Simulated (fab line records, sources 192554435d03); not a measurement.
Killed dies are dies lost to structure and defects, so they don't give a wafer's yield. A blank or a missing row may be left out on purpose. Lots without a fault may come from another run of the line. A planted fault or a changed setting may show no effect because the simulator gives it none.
Split-lot experiment | flow n5_finfet | 7 lots, 21 wafers read, on a route of 1938 steps

THE SPLIT
At N5_FIN_CUT_COAT_19 (time 60 s, resist thk 20 nm), the setting spin_rpm was moved away from the recipe's 1500 rpm on 4 of the 21 wafers read, by -9.3% to +4.2%. The other wafers ran this setting at the recipe's value.

FROM THE SPLIT TO THE READING: what the file shows between them, 7 steps
- N5_FIN_CUT_EXPOSE_05: exposes mask FIN CUT (also split here: dose_mj)
- N5_FIN_CUT_PEB_06: peb time 60 s
- N5_FIN_CUT_DEVELOP_07: develop time 30 s
- N5_FIN_CUT_CD_MEAS_08: target cd 29.1 nm
- N5_FIN_CUT_DESCUM_13: chemistry O2, time 7 s
- N5_FIN_CUT_ETCH_30: etches underlayer in N2/H2, target depth 13 nm, time 10.4 s
- N5_FIN_CUT_ETCH_20: etches SiARC in CF4, target depth 26 nm, time 43.3 s

THE READING
SiARC_of_FIN_CUT_COAT_19.thk_nm (the simulator's own value, which no gauge read), in nm, at N5_FIN_CUT_ETCH_21 (etches SOC in N2/H2, target depth 219 nm, overetch 43.8 nm, time 523.5 s). The file gives no usual value for it. The 17 wafers here that ran the recipe average 11.9 nm, standard deviation 0.18 nm.

wafer  | tool, chamber at the split | spin_rpm as run, rpm | against the recipe | SiARC_of_FIN_CUT_COAT_19.thk_nm, nm | against lot-mates on the recipe
L076.2 | litho_track-03, 0          | 1500                 | recipe             | 12.2                                | -
L076.6 | litho_track-03, 0          | 1500                 | recipe             | 12.2                                | -
L076.5 | litho_track-03, 0          | 1500                 | recipe             | 12                                  | -
L077.1 | litho_track-04, 0          | 1500                 | recipe             | 11.8                                | -
L077.2 | litho_track-04, 0          | 1500                 | recipe             | 12                                  | -
L077.4 | litho_track-04, 0          | 1500                 | recipe             | 12.2                                | -
L082.1 | litho_track-05, 0          | 1500                 | recipe             | 12                                  | -
L082.4 | litho_track-05, 0          | 1500                 | recipe             | 12.2                                | -
L082.5 | litho_track-05, 0          | 1500                 | recipe             | 11.6                                | -
L083.2 | litho_track-03, 0          | 1500                 | recipe             | 11.8                                | -
L083.3 | litho_track-03, 0          | 1500                 | recipe             | 11.8                                | -
L083.5 | litho_track-03, 0          | 1500                 | recipe             | 11.8                                | -
L090.1 | litho_track-05, 0          | 1500                 | recipe             | 11.8                                | -
L090.5 | litho_track-05, 0          | 1500                 | recipe             | 11.8                                | -
L090.2 | litho_track-05, 0          | 1563                 | +4.2%              | 11.4                                | -0.4
L094.3 | litho_track-03, 0          | 1379                 | -8.1%              | 12.8                                | +1.0
L094.4 | litho_track-03, 0          | 1379                 | -8.1%              | 12.6                                | +0.8
L094.6 | litho_track-03, 0          | 1500                 | recipe             | 11.8                                | -
L096.1 | litho_track-03, 0          | 1361                 | -9.3%              | 13.2                                | +1.3
L096.2 | litho_track-03, 0          | 1500                 | recipe             | 11.8                                | -
L096.5 | litho_track-03, 0          | 1500                 | recipe             | 12                                  | -

THE FIT
A straight line over all 21 wafers: SiARC_of_FIN_CUT_COAT_19.thk_nm changes by -0.114 nm for each +1% of spin_rpm; r = -0.90; the points scatter about the line by 0.19 nm.
The same after taking each lot's own level away (the mean of its wafers on the recipe; 21 wafers): -0.12 nm for each +1%; r = -0.94; scatter 0.14 nm.
On that fit, the largest move of spin_rpm shifts the reading by 1.1 nm.
The lots' own levels span 11.80 to 12.13 nm, that is 1.8 times the standard deviation above.
So the lot-to-lot level changes the slope little: the two slopes agree.
Check: with one of the wafers moved furthest among these (-9.3%) left out of the fit, the line predicts +1.02 nm for it against its lot-mates. It came out at +1.3 nm against them.

OTHER SPLITS ON THESE WAFERS
These wafers also went through other splits before the reading. Each is held against what the fit with the lots' levels taken away leaves over:
other split on the same wafers | wafers away from the commonest value | r with SiARC_of_FIN_CUT_COAT_19.thk_nm (lot level and that fit taken away)
N5_ZERO_LAYER_COAT_05 spin_rpm | 4                                    | -0.19
N5_ZERO_LAYER_ETCH_18 bias_w   | 7                                    | +0.02
N5_WELL_APT_COAT_02 spin_rpm   | 6                                    | -0.17
N5_FIN_CUT_EXPOSE_05 dose_mj   | 6                                    | -0.19

THE WHOLE CHAIN: every reading that the file lists as answering this split, in the file's order
step               | what it does                                                             | reading                                                                          | change (the file's fit)               | r (the file's)
N5_FIN_CUT_COAT_19 | time 60 s, resist thk 20 nm                                              | SiARC_of_FIN_CUT_COAT_19.thk_nm (the simulator's own value, which no gauge read) | -0.103 nm for each +1% of the setting | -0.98
N5_FIN_CUT_ETCH_20 | etches SiARC in CF4, target depth 26 nm, time 43.3 s                     | etch.depth_nm (the simulator's own value, which no gauge read)                   | -0.103 nm for each +1% of the setting | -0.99
N5_FIN_CUT_ETCH_21 | etches SOC in N2/H2, target depth 219 nm, overetch 43.8 nm, time 523.5 s | SiARC_of_FIN_CUT_COAT_19.thk_nm (the simulator's own value, which no gauge read) | -0.124 nm for each +1% of the setting | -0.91

THE FILE'S OWN FIT
SiARC_of_FIN_CUT_COAT_19.thk_nm changes by -0.124 nm for each +1% of spin_rpm, r = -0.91.
